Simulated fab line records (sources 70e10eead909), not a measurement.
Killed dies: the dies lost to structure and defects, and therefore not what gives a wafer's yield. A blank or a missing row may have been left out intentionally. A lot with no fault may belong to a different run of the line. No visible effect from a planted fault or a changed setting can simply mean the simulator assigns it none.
8D (eight disciplines) problem report, filled in by code | flow nand-harc | the parts of the form that need people (team, actions taken, sign-off) are left out

== 1. WHAT IS WRONG ==
thk-nm at NHARC_A_ONON_D1_THK_MEAS_05 reads a mean of 624 nm on 6 wafers of 2 lots; wafers without a fault read 1001 nm with a standard deviation of 8.4. That puts it -45 standard deviations away from the usual mean.
The step: measures by ellipsometry.
First seen on wafer L666.1, day 9 20:05, on film-metro-01. The record holds 36 wafers of 12 lots with a number at this step. By rule, "out" or "out of limits" means more than 4 standard deviations away from the usual mean. The other wafers with a number count as sound.

== 2. WHAT IT IS; WHAT IT IS NOT ==
question                    | is                           | is not
which readings at this step | thk-nm                       | -
which lots                  | L666, L668                   | L657, L660, L661, L664, L672, L674, L676, L677, L678, L680
which wafers of those lots  | all that have a number       | -
read on which gauges        | film-metro-01, film-metro-02 | -
when                        | from day 9 20:05             | up to then (12 sound wafers); but 18 sound wafers of L672, L674, L676, L677, L678, L680 came after

== 3. SUSPECTS, AND WHAT RULES EACH OUT ==
Counting: a tool stays on the suspect list if, at a process step up to the reading, it processed all lots that are out and no sound lot following the first of them.
- ruled out: the gauge at NHARC_A_ONON_D1_THK_MEAS_05. The wafers that are out were read on 2 gauges (film-metro-01, film-metro-02).
- rie-diel-11 at NHARC_A_ZERO_WELL_DESCUM_12 (chemistry O2, time 3 s): ruled out as a lasting fault. Following L666 (day 8 20:52), the first lot on it that is out, the sound lots L674 were run on it.
- pecvd-onon-03 at NHARC_A_ONON_D1_DEP_03 (target thk 1000 nm): kept. It ran every lot that is out, first L666 (day 9 19:34), and no sound lot after that; its last sound lot up to then is L664 (day 9 09:27).
After counting, what remains is pecvd-onon-03 at NHARC_A_ONON_D1_DEP_03.

== 4. THE CAUSE (what the simulator had put in) ==
pecvd-onon-03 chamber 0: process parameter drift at NHARC_A_ONON_D1_DEP_03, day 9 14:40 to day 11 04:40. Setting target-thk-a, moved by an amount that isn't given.
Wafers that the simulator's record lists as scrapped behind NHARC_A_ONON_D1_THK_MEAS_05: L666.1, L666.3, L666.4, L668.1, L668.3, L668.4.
The count eliminated every tool but this one.

== 5. THE CHAIN OF EFFECTS, in route order ==
Each row: a reading whose mean over the struck wafers that have a number lies more than 3 standard deviations from the usual. Only readings for which the record gives a usual standard deviation are gone through. hours: the time from each lot's start at the first step in this table that gives one to its start at this step, as a median over the lots. sigmas: the change in usual standard deviations.
hours | step                        | reading | usual   | on struck wafers | change | sigmas
0     | NHARC_A_ONON_D1_THK_MEAS_05 | thk-nm  | 1001 nm | 624              | -377   | -45

== 6. HOW IT WOULD HAVE BEEN CAUGHT EARLIER ==
The first out-of-limits reading at a measuring or inspecting step in this record came at day 9 20:05, 5 hours after the fault's start at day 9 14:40.
Of the tool readings at NHARC_A_ONON_D1_DEP_03 for which the record gives a usual standard deviation, none was out on any struck wafer, so an alarm limit of 4 standard deviations on them would not have fired.
Among the 2 lots that are out, L668 began NHARC_A_ONON_D1_DEP_03 on pecvd-onon-03 after day 9 20:05. Holding the tool at that time would have saved it.
